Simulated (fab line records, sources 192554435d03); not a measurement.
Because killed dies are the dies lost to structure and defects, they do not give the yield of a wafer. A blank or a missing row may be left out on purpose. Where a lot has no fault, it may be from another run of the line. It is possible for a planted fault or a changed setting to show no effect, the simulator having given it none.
Matching of chambers :: flow n5Finfet :: N5_PMOS_HMC_CHANNEL_EPI_ETCH_32 on rieDiel-04 has 4 sister chambers
The step etches BARC in N2/H2, stops on SiO2, target depth 85.8 nm, time 50.3 s. 4 wafers are shown with their chamber, then 7 later ones without.

## WAFERS WITH THEIR CHAMBER
wafer: L086.3
chamber: 2
oesProductAu (a.u.): 0.73

wafer: L086.4
chamber: 0
oesProductAu (a.u.): 0.59

wafer: L089.1
chamber: 1
oesProductAu (a.u.): 0.61

wafer: L089.3
chamber: 3
oesProductAu (a.u.): 0.83

## WAFERS WHOSE CHAMBER IS MISSING
wafer: L089.5
oesProductAu (a.u.): 0.73

wafer: L090.3
oesProductAu (a.u.): 0.82

wafer: L090.4
oesProductAu (a.u.): 0.73

wafer: L090.6
oesProductAu (a.u.): 0.81

wafer: L095.2
oesProductAu (a.u.): 0.78

wafer: L095.3
oesProductAu (a.u.): 0.82

wafer: L095.5
oesProductAu (a.u.): 0.61

## EACH ONE'S CHAMBER
wafer: L089.5
from the rows above: 2
in truth: 2

wafer: L090.3
from the rows above: 3
in truth: 3

wafer: L090.4
from the rows above: 2
in truth: 2

wafer: L090.6
from the rows above: 3
in truth: 3

wafer: L095.2
from the rows above: can't be placed: 3 or 2
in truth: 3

wafer: L095.3
from the rows above: 3
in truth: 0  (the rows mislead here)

wafer: L095.5
from the rows above: can't be placed: 1 or 0
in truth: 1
Correct placement for 4 of the 7. These rows do not allow placing 2 (true chamber among the candidates in 2). Number placed wrongly: 1.
How it was worked out, from the rows above alone: a wafer's distance from a chamber is the root of the sum, over the readings, of the square of ((its reading less the chamber's mean) divided by the reading's scatter). If the next closest chamber is less than 2 further off than the closest, the wafer can't be placed; otherwise it belongs to the closest. Each chamber's mean is taken over the wafers shown for it. The scatter (one wafer shown for each chamber): square how far every hidden wafer sits from the nearest shown wafer, average those squares and take the square root.
